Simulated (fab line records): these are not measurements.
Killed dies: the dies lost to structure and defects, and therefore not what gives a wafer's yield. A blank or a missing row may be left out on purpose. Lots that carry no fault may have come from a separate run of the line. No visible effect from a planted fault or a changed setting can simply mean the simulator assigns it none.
The tool behind it: which one?	flow nand-harc	Sampling: 24 lots, 72 wafers, 3 of 1302 route steps

== WHAT THE GAUGES READ, wafer by wafer ==
NHARC_A_SGD_CUT_INSPECT_25. Usual: raw-defect-count 385, standard deviation 76.
lot	measured	on	raw-defect-count	flag
L074	day 19 19:35	defect-inspect-02	472 319 408	
L077	day 20 08:32	defect-inspect-02	382 313 365	
L075	day 20 08:34	defect-inspect-01	466 364 351	
L076	day 20 08:37	defect-inspect-02	393 457 428	
L078	day 21 00:59	defect-inspect-02	337 411 359	
L080	day 21 04:26	defect-inspect-02	332 461 424	
L079	day 21 04:25	defect-inspect-02	511 347 377	
L081	day 22 11:47	defect-inspect-01	378 348 471	
L082	day 22 11:49	defect-inspect-02	393 293 308	
L084	day 23 15:45	defect-inspect-01	540 419 505	
L085	day 23 15:45	defect-inspect-02	498 417 400	
L083	day 24 01:06	defect-inspect-01	424 421 358	
L086	day 24 10:43	defect-inspect-02	328 273 482	
L087	day 25 01:08	defect-inspect-02	258 258 302	
L088	day 25 19:58	defect-inspect-02	411 388 380	
L090	day 25 19:58	defect-inspect-01	518 358 362	
L089	day 25 20:02	defect-inspect-02	312 332 419	
L091	day 25 22:59	defect-inspect-01	320 314 274	
L092	day 27 03:25	defect-inspect-01	301 309 359	
L094	day 27 14:26	defect-inspect-01	438 466 342	
L093	day 27 14:29	defect-inspect-02	567 364 405	
L095	day 28 03:55	defect-inspect-01	467 491 520	
L097	day 28 16:49	defect-inspect-01	520 344 313	
L096	day 28 16:49	defect-inspect-02	294 299 294	

NHARC_A_SLIT_OVL_MEAS_10. Usual: overlay-x-nm 0.0 nm, standard deviation 0.83; overlay-y-nm 0.1 nm, standard deviation 0.85.
lot	measured	on	overlay-x-nm (nm)	overlay-y-nm (nm)	flag
L074	day 20 00:23	overlay-02	-1.4 -1.4 -1.4	1.0 0.9 0.7	
L077	day 20 13:21	overlay-01	0.3 0.1 0.9	-1.3 -1.4 -1.8	
L075	day 20 13:37	overlay-02	-0.2 -0.8 -0.9	0.3 0.4 0.3	
L076	day 20 15:28	overlay-02	1.0 0.3 1.1	0.6 1.2 0.6	
L078	day 21 06:01	overlay-02	-1.0 -0.7 -1.4	1.5 1.1 1.1	
L080	day 21 13:31	overlay-01	0.6 0.4 0.6	0.7 0.8 0.1	
L079	day 21 13:07	overlay-02	0.4 0.4 -0.1	0.9 0.0 0.4	
L081	day 22 19:06	overlay-01	0.5 0.4 -0.1	-1.0 -1.0 -1.2	
L082	day 22 19:17	overlay-02	1.6 1.6 0.5	0.2 -0.1 0.2	
L084	day 23 21:42	overlay-02	1.4 1.9 1.6	-2.0 -1.8 -1.9	
L085	day 23 21:12	overlay-01	-0.9 -0.6 -0.9	1.0 0.6 0.0	
L083	day 24 06:14	overlay-01	-0.2 -0.4 -0.1	-1.1 -0.9 -0.9	
L086	day 24 17:54	overlay-02	-0.8 -0.1 -0.7	1.1 1.7 1.7	
L087	day 25 05:59	overlay-02	-0.1 -0.4 -0.2	0.6 0.3 0.8	
L088	day 26 03:24	overlay-01	-0.6 -0.5 -0.1	-0.1 -0.3 -0.2	
L090	day 26 04:00	overlay-01	-1.2 -1.1 -0.9	0.7 1.3 0.8	
L089	day 26 04:47	overlay-01	-0.1 0.1 0.4	-0.9 -0.9 -0.7	
L091	day 26 07:11	overlay-01	0.8 0.6 0.4	-0.1 -0.4 -0.2	
L092	day 27 08:11	overlay-01	0.3 0.4 0.4	-0.3 0.5 0.3	
L094	day 27 20:09	overlay-01	-0.1 0.1 -0.4	1.4 1.7 1.9	
L093	day 27 22:51	overlay-02	0.0 -0.3 -0.3	-0.1 -0.3 -0.4	
L095	day 28 10:04	overlay-01	-0.2 -0.4 -0.5	-0.2 0.3 0.0	
L097	day 29 04:05	overlay-02	-0.5 -0.7 -0.1	-0.3 -0.1 0.1	
L096	day 29 00:45	overlay-02	1.9 1.5 2.3	0.3 0.0 0.2	

== WHICH TOOL RAN EACH LOT (tool, then ch and the chambers of the sampled wafers, then the start) ==
lot	NHARC_A_SGD_CUT_ETCHBACK_24
L074	rie-diel-08 ch 1,2,3, day 19 19:23
L077	rie-diel-06 ch 2,3, day 20 08:19
L075	rie-diel-13 ch 1,2, day 20 08:19
L076	rie-diel-08 ch 2,3, day 20 08:22
L078	rie-diel-13 ch 1,2, day 21 00:44
L080	rie-diel-06 ch 0,1,3, day 21 04:10
L079	rie-diel-13 ch 1,2,3, day 21 04:10
L081	rie-diel-13 ch 0,1,3, day 22 11:35
L082	rie-diel-08 ch 0,2,3, day 22 11:35
L084	rie-diel-13 ch 0,3, day 23 15:32
L085	rie-diel-08 ch 0,1,2, day 23 15:33
L083	rie-diel-13 ch 0,3, day 24 00:52
L086	rie-diel-13 ch 1,2,3, day 24 10:28
L087	rie-diel-06 ch 0,1,2, day 25 00:55
L088	rie-diel-08 ch 2,3, day 25 19:43
L090	rie-diel-06 ch 1,2,3, day 25 19:43
L089	rie-diel-13 ch 0,1,3, day 25 19:49
L091	rie-diel-13 ch 0,1,2, day 25 22:45
L092	rie-diel-06 ch 0,2, day 27 03:10
L094	rie-diel-08 ch 0,1,3, day 27 14:11
L093	rie-diel-13 ch 1,2,3, day 27 14:16
L095	rie-diel-06 ch 1,3, day 28 03:41
L097	rie-diel-08 ch 1,3, day 28 16:35
L096	rie-diel-13 ch 2,3, day 28 16:35
- NHARC_A_SGD_CUT_ETCHBACK_24: etches the open film in CH3F/O2, target depth 50 nm, time 92.857 s.

== AS READ BY THE TOOLS THEMSELVES (means over the sampled wafers that have a number; for cases with no such wafer, the mark the record gives instead) ==
NHARC_A_SGD_CUT_ETCHBACK_24. Usual: drypump-motor-current-A 5.5 A, standard deviation 0.51; oes-product-au 0.97 a.u., standard deviation 0.035; rf-vpp-V 243.7 V, standard deviation 1.5; showerhead-plenum-p-Torr 2.40 Torr, standard deviation 0.092; throttle-valve-pct 20.662 %, standard deviation 0.0081.
lot	tool	drypump-motor-current-A (A)	oes-product-au (a.u.)	rf-vpp-V (V)	showerhead-plenum-p-Torr (Torr)	throttle-valve-pct (%)	flag
L074	rie-diel-08	5.0	0.91	244.7	2.48	20.675	
L077	rie-diel-06	5.5	0.92	244.7	2.46	20.663	
L075	rie-diel-13	5.8	0.93	243.7	2.36	20.667	
L076	rie-diel-08	5.1	0.91	242.8	2.37	20.662	
L078	rie-diel-13	5.8	0.92	243.2	2.35	20.668	
L080	rie-diel-06	5.9	0.99	242.7	2.37	20.663	
L079	rie-diel-13	5.4	0.99	243.8	2.39	20.669	
L081	rie-diel-13	5.3	0.99	243.5	2.40	20.655	
L082	rie-diel-08	5.0	0.92	243.3	2.38	20.662	
L084	rie-diel-13	5.3	0.99	243.7	2.40	20.659	
L085	rie-diel-08	4.9	0.99	244.9	2.49	20.649	
L083	rie-diel-13	5.3	0.92	244.5	2.40	20.668	
L086	rie-diel-13	5.4	0.99	243.2	2.39	20.663	
L087	rie-diel-06	6.1	0.93	242.1	2.37	20.650	
L088	rie-diel-08	5.1	0.99	243.0	2.37	20.661	
L090	rie-diel-06	5.8	1.00	243.9	2.40	20.662	
L089	rie-diel-13	5.3	1.00	242.9	2.40	20.658	
L091	rie-diel-13	5.7	1.00	243.4	2.36	20.657	
L092	rie-diel-06	6.2	0.99	244.2	2.40	20.673	
L094	rie-diel-08	5.1	0.99	243.5	2.43	20.659	
L093	rie-diel-13	5.4	1.00	244.0	2.39	20.666	
L095	rie-diel-06	5.5	1.00	243.8	2.40	20.661	
L097	rie-diel-08	5.1	0.99	244.3	2.42	20.668	
L096	rie-diel-13	5.5	1.00	243.4	2.39	20.664	

== THE ANSWER, worked out from the rows above alone ==
Rule: lot off if the mean of its wafers having a number is beyond 3 standard deviations from the usual mean. A lot without any number at a reading at which 4 lots or more have one is off too. The other lots that the step has rows for count as sound. First the gauges in route order, then the tools' own readings, where a lot's mean is used as printed above. At the first step where some lot is off, the reading lying furthest off is the one used; lots without a number count as furthest.
Across all readings shown, no lot is off: no conclusion can be drawn from this.

== WHAT THE SIMULATOR HAD PUT IN ==
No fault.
